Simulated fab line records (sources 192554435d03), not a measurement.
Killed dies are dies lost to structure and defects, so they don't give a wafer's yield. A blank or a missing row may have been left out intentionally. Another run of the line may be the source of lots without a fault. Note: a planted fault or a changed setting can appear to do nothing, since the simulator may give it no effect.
A lot that was struck, set against a sound lot / flow n5_finfet / 26 out of 1938 route steps
Sound: the wafers L211.1, L211.2, L211.3. Struck: wafers L219.1, L219.3, L219.4. At the end, the cause is stated.
Order at every step that has rows: each side's tool, ch and its chambers, its first start. Under that, the readings that differ: sound wafers / struck wafers / difference of the means / sigmas: that difference in standard deviations of wafers without a fault.
alike: readings whose means differ by less than 2 such deviations, and words and numbers that are the same on both sides. not compared: withheld readings, readings that some wafer has no value for, bounds like >300 that may hide the same value, and numbers for which the record gives no deviation and whose values overlap.
A row with sigmas, a row that says differs or no value, or rows on one side alone: a step with any of these is where the two part. Numbers that don't overlap but have no deviation are shown without sigmas and don't part them. A reading that every wafer of one side lacks parts them only if that side has two wafers or more.

first, 1 step without rows for these wafers: N5_MOL_CONTACT_COAG_SRD_126 (dry time 32 s).
N5_MOL_CONTACT_COAG_CMP_23: polishes, stops on SiO2, t overpolish 1.5 s, target thk 0 nm.
  sound on cmp-04 ch 0,1,2, day 5 10:43; struck on cmp-02 ch 0,2,3, day 7 02:31
reading=overpolish_run_s (s); sound=1.507 1.513 1.520; struck=1.484 1.502 1.502; difference=-0.017; sigmas=-2
  alike: motor_current_A, platen_rpm, time_to_endpoint_s
then, 2 steps without rows for these wafers: N5_MOL_CONTACT_COAG_WET_ETCH_26 (target Co, target depth 13 nm); N5_MOL_CONTACT_COAG_WET_ETCH_116 (etches the open film in SC1-inhibited, target depth 4.6 nm, rinse time 30 s).
N5_MOL_CONTACT_COAG_ALD_27: deposits SiOC, target thk 17 nm, pulse time 1.5 s, time 2720 s.
  sound on ald_sin-01 ch 0,1,2, day 5 11:32; struck on ald_sin-04 ch 0,2,3, day 7 03:19
  alike: chamber_pressure_Torr, heater_power_w, precursor_pulse_height_rel
then, 1 step without rows for these wafers: N5_MOL_CONTACT_COAG_CMP_28 (polishes, stops on SiNx, t overpolish 0.85 s, target thk 14.522 nm).
N5_MOL_CONTACT_COAG_THK_MEAS_29:
  sound: film_metro-02 at day 5 13:23; struck: film_metro-01 at day 7 05:10
  alike: MD_CAP_THK
N5_MOL_CONTACT_COAG_ALD_123: deposits SiNx, target thk 5 nm, pulse time 1 s, purge time 2 s.
  sound on ald_sin-03 ch 0,2,3, day 5 13:26; struck on ald_sin-03 ch 1,2,3, day 7 05:13
  alike: chamber_pressure_Torr, heater_power_w, precursor_pulse_height_rel
then, 2 steps without rows for these wafers: N5_MOL_CONTACT_COAG_PECVD_31 (deposits SiO2 from TEOS/O2, target thk 46 nm, time 8.9 s); N5_MOL_CONTACT_COAG_COAT_75 (time 60 s, resist thk 60 nm).
N5_MOL_CONTACT_COAG_COAT_76: time 60 s, resist thk 10 nm.
  sound on litho_track-05 ch 0, day 5 13:59; struck on litho_track-01 ch 0, day 7 05:46
reading=spin_speed_rpm (rpm); sound=1500.1 1499.7 1500.5; struck=1580.8 1578.6 1579.4; difference=+79.5; sigmas=+90
  alike: chill_plate_temp_C, heater_power_total_W
then, 7 steps without rows for these wafers: N5_MOL_CONTACT_COAG_COAT_77 (time 60 s, resist thk 10 nm); N5_MOL_CONTACT_COAG_COAT_78 (resist thk 40 nm); N5_MOL_CONTACT_COAG_EBR_80; N5_MOL_CONTACT_COAG_SOFTBAKE_79 (time 60 s); N5_MOL_CONTACT_COAG_EXPOSE_81 (exposes mask VG, defocus 0 nm); N5_MOL_CONTACT_COAG_PEB_82 (peb time 60 s); N5_MOL_CONTACT_COAG_DEVELOP_83 (develop time 30 s).
N5_MOL_CONTACT_COAG_CD_MEAS_84: target cd 25.1 nm.
  sound on cd_sem-02 ch 0, day 5 14:23; struck on cd_sem-01 ch 0, day 7 10:40
  alike: cd_nm
N5_MOL_CONTACT_COAG_OVL_MEAS_85:
  sound on overlay-02 ch 0, day 5 14:25; struck on overlay-01 ch 0, day 7 10:41
  alike: VG_OVL
N5_MOL_CONTACT_COAG_INSPECT_57: inspects for defects (brightfield).
  sound: defect_inspect-01 at day 5 14:29; struck: defect_inspect-02 at day 7 10:45
  alike: raw_defect_count
N5_MOL_CONTACT_COAG_DESCUM_88: chemistry O2, time 7 s.
  sound on rie_diel-05 ch 0,1,2, day 5 14:33; struck on rie_diel-02 ch 0,1,2, day 7 10:47
  alike: drypump_motor_current_A, oes_product_au, rf_vpp_V, showerhead_plenum_p_Torr, temp_c, throttle_valve_pct
  not compared: rf_hours_counter_h
then, 1 step without rows for these wafers: N5_MOL_CONTACT_COAG_ETCH_89 (etches underlayer in N2/H2, target depth 13 nm, time 10.4 s).
N5_MOL_CONTACT_COAG_ETCH_90: etches SiARC in CF4, target depth 13 nm, time 21.7 s.
  sound on rie_diel-05 ch 0,1,2, day 5 14:37; struck on rie_diel-02 ch 0,1,2, day 7 10:50
reading=model.etch.depth_nm (nm); sound=9.973 10.02 9.988; struck=9.761 9.769 9.743; difference=-0.236; sigmas=
  alike: drypump_motor_current_A, etch_rf_on_time_s, oes_product_au, rf_vpp_V, showerhead_plenum_p_Torr, throttle_valve_pct
  not compared: rf_hours_counter_h
N5_MOL_CONTACT_COAG_ALD_131: deposits SiO2, target thk 5 nm, pulse time 1 s, co reactant pulse time 1 s.
  sound on ald_sin-01 ch 0,1,3, day 5 14:41; struck on ald_sin-04 ch 0,1,3, day 7 10:55
  alike: chamber_pressure_Torr, heater_power_w, precursor_pulse_height_rel
N5_PASSIVATION_PROBE_49:
  the record has rows for the sound wafers here (prober-02, day 12 11:56) and none for the struck ones

== WHERE THEY PART ==
At N5_MOL_CONTACT_COAG_CMP_23 first; at N5_PASSIVATION_PROBE_49 last (within this record only).

WHY: what the simulator had put in
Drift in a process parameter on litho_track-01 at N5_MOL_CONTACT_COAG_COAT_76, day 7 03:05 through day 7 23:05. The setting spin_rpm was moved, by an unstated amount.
